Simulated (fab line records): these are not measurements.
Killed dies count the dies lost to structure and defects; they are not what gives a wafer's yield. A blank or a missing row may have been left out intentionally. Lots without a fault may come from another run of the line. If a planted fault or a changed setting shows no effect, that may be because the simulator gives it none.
A single fault, viewed from 2 desks    flow n5 finfet    numbers are kept per desk, each desk with only its own; the story behind them comes last

== FROM THE METROLOGY DESK ==
Means of the sampled wafers that have a number, per lot and without regard to the tool the lot ran on: this is what the gauges read. The brackets show how far a lot's mean lies from the usual mean; more than 4 standard deviations puts the lot out of limits, marked OUT. Of its 12 readings 7 are shown: those that lie furthest out on some lot.
Columns: A = thk nm at N5_ILD0_THK_MEAS_04, usual 197.7 nm; B = thk nm at N5_ILD0_THK_MEAS_08, usual 139.1 nm; C = IOFF_N at N5_BEOL_M4_RC_MEAS_101, usual 0.164 nA/um; D = ION_N at N5_BEOL_M4_RC_MEAS_101, usual 675 uA/um; E = SS_P at N5_BEOL_M4_RC_MEAS_101, usual 73.3 mV/dec; F = VT_N at N5_BEOL_M4_RC_MEAS_101, usual 249.2 mV; G = VT_P at N5_BEOL_M4_RC_MEAS_101, usual -250.1 mV
lot   first seen here  A      B      C      D    E     F      G
L736  day 3 12:53      196.3  139.7  0.146  671  73.5  249.8  -255.4
L737  day 3 18:52      197.5  138.6  0.148  669  73.7  251.8  -248.3
L744  day 5 12:49      197.8  140.6  0.154  668  73.8  251.7  -245.5
L746  day 6 02:43      198.5  139.0  0.176  675  73.4  247.0  -249.5
L751  day 7 11:38      197.8  138.5  0.148  677  72.4  252.0  -253.4
L752  day 7 13:01      197.6  139.2  0.165  681  72.8  248.2  -251.2
L753  day 7 22:45      199.9  138.2  0.225  699  74.1  245.0  -248.2
L757  day 8 21:10      198.0  140.3  0.154  674  73.0  249.6  -253.8
L758  day 9 06:15      197.5  140.7  0.151  665  72.6  250.5  -250.1
This desk found nothing out of limits on any of the 9 lots.

== AT THE TOOL OWNER'S DESK: rie diel-02 ==
The tool's own readings at N5_SDB_ETCH_17 (etches SiARC in CF4, target depth 23.4 nm, time 39 s): means of the sampled wafers that have a number, for each lot that ran on this tool. The brackets show how far a lot's mean lies from the usual mean; more than 4 standard deviations puts the lot out of limits, marked OUT. Shown are 7 of the 8 readings it has, namely the first that went out of limits plus those furthest out on some lot.
Columns: A = bias w at N5_SDB_ETCH_17, usual 36.01 W; B = drypump motor current A at N5_SDB_ETCH_17, usual 5.5 A; C = etch rf on time s at N5_SDB_ETCH_17, usual 38.8 s; D = rf fwd power W at N5_SDB_ETCH_17, usual 533.6 W; E = rf vpp V at N5_SDB_ETCH_17, usual 184.1 V; F = showerhead plenum p Torr at N5_SDB_ETCH_17, usual 2.14 Torr; G = throttle valve pct at N5_SDB_ETCH_17, usual 15.73 %
lot   first seen here  A                 B    C     D      E                 F     G
L736  day 3 17:45      35.91             4.9  38.9  534.0  184.2             2.13  15.67
L737  day 3 22:55      35.93             5.2  39.1  532.4  183.4             2.12  15.76
L744  day 5 17:05      36.05             5.1  38.9  533.6  184.8             2.15  15.71
L746  day 6 06:53      35.98             5.2  39.3  533.3  183.9             2.11  15.81
L751  day 7 15:53      36.75 (+6.1) OUT  5.1  38.7  532.2  186.6             2.10  15.63
L752  day 7 17:12      37.42 (+12) OUT   5.0  38.7  532.5  188.5 (+4.0) OUT  2.13  15.55
This desk's verdict: out of limits on L751, L752, starting with L751 at day 7 15:53 (bias w at N5_SDB_ETCH_17). L736, L737, L744, L746: within limits.

== BROUGHT TOGETHER ==
An alarm could have come from the tool owner's desk at day 7 15:53, on L751, L752.
From the metrology desk's view, nothing was out of limits.
The metrology desk holds a record of L751, L752, inside its limits.
Of the lots named, all ran N5_SDB_ETCH_17 on rie diel-02.

== WHAT WAS PUT IN BY THE SIMULATOR ==
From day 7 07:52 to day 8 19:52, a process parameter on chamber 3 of rie diel-02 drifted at N5_SDB_ETCH_17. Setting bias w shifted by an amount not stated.
Lots struck among those shown: L751, L752.
How many hours passed from the start of the fault until each desk's first out-of-limits reading: the tool owner's desk, 8.
